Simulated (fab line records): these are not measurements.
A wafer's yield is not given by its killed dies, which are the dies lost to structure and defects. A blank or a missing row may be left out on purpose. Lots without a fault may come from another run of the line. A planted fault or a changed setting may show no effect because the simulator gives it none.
A struck lot beside a sound one -- flow n5_finfet -- 37 out of 1938 route steps
Sound: the wafers L871.1, L871.2, L871.3. Wafers L857.1, L857.3, L857.4 were the ones struck. Last of all comes the cause.
Each step with rows lists, per side, the tool, then ch with its chambers, then its first start. Under that, the readings that differ: sound wafers -- struck wafers -- difference of the means -- sigmas: that difference in standard deviations of wafers without a fault.
alike: a reading whose means differ by less than 2 such deviations, as well as words and numbers matching on both sides. not compared: withheld readings; readings where some wafer has no value; bounds like >300 that might hide an equal value; numbers whose values overlap and for which the record gives no deviation.
The two part at a step that has a row with sigmas, a row that says differs or no value, or rows on one side only. Non-overlapping numbers with no deviation appear without sigmas and do not part them. Lack of a reading on every wafer of one side parts them only where that side has two or more wafers.

first, 9 steps without rows for these wafers: N5_BEOL_M4_ANNEAL_95 (time 240 s); N5_BEOL_M4_SPUTTER_96 (material Cu, target thk 4.5 nm, time 8.29 s); N5_BEOL_M4_ECD_50 (material Cu, target thk 300 nm); N5_BEOL_M4_ANNEAL_51 (time 90 s); N5_BEOL_M4_CMP_52 (polishes, stops on SiOC, t overpolish 6.8 s, target thk 40 nm); N5_BEOL_M4_PRE_CLEAN_60 (time 15 s); N5_BEOL_M4_CO_CAP_55 (material Co, precursor CCTBA/H2, target thk 2 nm, time 102.1 s); N5_BEOL_M4_PRE_CLEAN_56 (time 15 s); N5_BEOL_M4_DEP_57 (deposits SiCN from 3MS/NH3, target thk 8 nm, time 14 s).
N5_BEOL_M4_RC_MEAS_101:
  sound on prober-01 ch 0, day 13 07:44; struck on prober-01 ch 0, day 9 13:07
  alike: DIBL_N, DIBL_P, IOFF_N, IOFF_P, ION_N, ION_P, SS_N, SS_P, VT_N, VT_P
then, 24 steps without rows for these wafers: N5_BEOL_M5_ILD_DEP_00 (deposits SiCOH lowk from DEMS/porogen, target thk 140.64 nm, time 25.9 s); N5_BEOL_M5_CURE_79 (cures SiCOH lowk, time 240 s); N5_BEOL_M5_PECVD_70 (deposits SiO2 from TEOS/O2, target thk 16 nm, time 18 s); N5_BEOL_M5_HM_DEP_02 (deposits TiN, target thk 20 nm); N5_BEOL_M5_COAT_59 (time 60 s, resist thk 60 nm); N5_BEOL_M5_COAT_60 (time 60 s, resist thk 12 nm); N5_BEOL_M5_COAT_71 (time 60 s, resist thk 5 nm); N5_BEOL_M5_COAT_05 (resist thk 30 nm); N5_BEOL_M5_EBR_07; N5_BEOL_M5_SOFTBAKE_06 (time 60 s); N5_BEOL_M5_EXPOSE_08 (exposes mask M5, target cd 28 nm); N5_BEOL_M5_PEB_09 (peb time 60 s); N5_BEOL_M5_DEVELOP_10 (develop time 30 s); N5_BEOL_M5_DESCUM_16 (chemistry O2, time 7 s); N5_BEOL_M5_ETCH_72 (etches underlayer in N2/H2, target depth 6.5 nm, time 5.2 s); N5_BEOL_M5_ETCH_61 (etches SiARC in CF4, target depth 15.6 nm, time 26 s); N5_BEOL_M5_ETCH_62 (etches SOC in N2/H2, target depth 75 nm, overetch 15 nm, time 112.5 s); N5_BEOL_M5_STRIP_63 (strips in N2/H2); N5_BEOL_M5_STRIP_73 (strips in N2/H2); N5_BEOL_M5_STRIP_64 (strips in CF4); N5_BEOL_M5_HM_OPEN_17 (chemistry Cl2/BCl3, target TiN, target depth 20 nm, overetch 6 nm); N5_BEOL_M5_STRIP_19 (strips in O2); N5_BEOL_M5_COAT_65 (time 60 s, resist thk 60 nm); N5_BEOL_M5_COAT_66 (time 60 s, resist thk 12 nm).
N5_BEOL_M10_ANNEAL_51: time 90 s.
  sound on rtp_anneal-01 ch 0, day 15 17:08; struck on rtp_anneal-01, day 11 09:22
  no value came back on the struck wafers for anneal_temp_c (C), anneal_temp_c_max, wafer_temp_C_max; on the sound wafers anneal_temp_c (C) reads 224.88 224.97 224.94
N5_BEOL_M10_CMP_52: polishes, stops on SiCOH lowk, t overpolish 7 s, target thk 140 nm.
  sound on cmp-02 ch 0,1,2, day 15 17:26; struck on cmp-04 ch 0,2,3, day 11 09:40
reading,sound,struck,difference,sigmas
barrier_field_endpoint_s (s),31.0 28.4 29.1,34.9 35.1 36.8,+6.1,+6
time_to_endpoint_s (s),76 63 69,87 86 86,+17,+3
  alike: motor_current_A, overpolish_run_s
-- the record jumps here: 2 days lie between the struck wafers' starts before and after (it left off in module BEOL_M10 and takes up again in module PASSIVATION, whose first step shown is number 1936 of the route) --
N5_PASSIVATION_PROBE_49:
  only the struck wafers here have rows in the record (prober-02, day 13 12:31); the sound ones have none

## WHERE THEY PART
At N5_BEOL_M10_ANNEAL_51 first; at N5_PASSIVATION_PROBE_49 last (within this record only).

WHY: whatever the simulator had introduced
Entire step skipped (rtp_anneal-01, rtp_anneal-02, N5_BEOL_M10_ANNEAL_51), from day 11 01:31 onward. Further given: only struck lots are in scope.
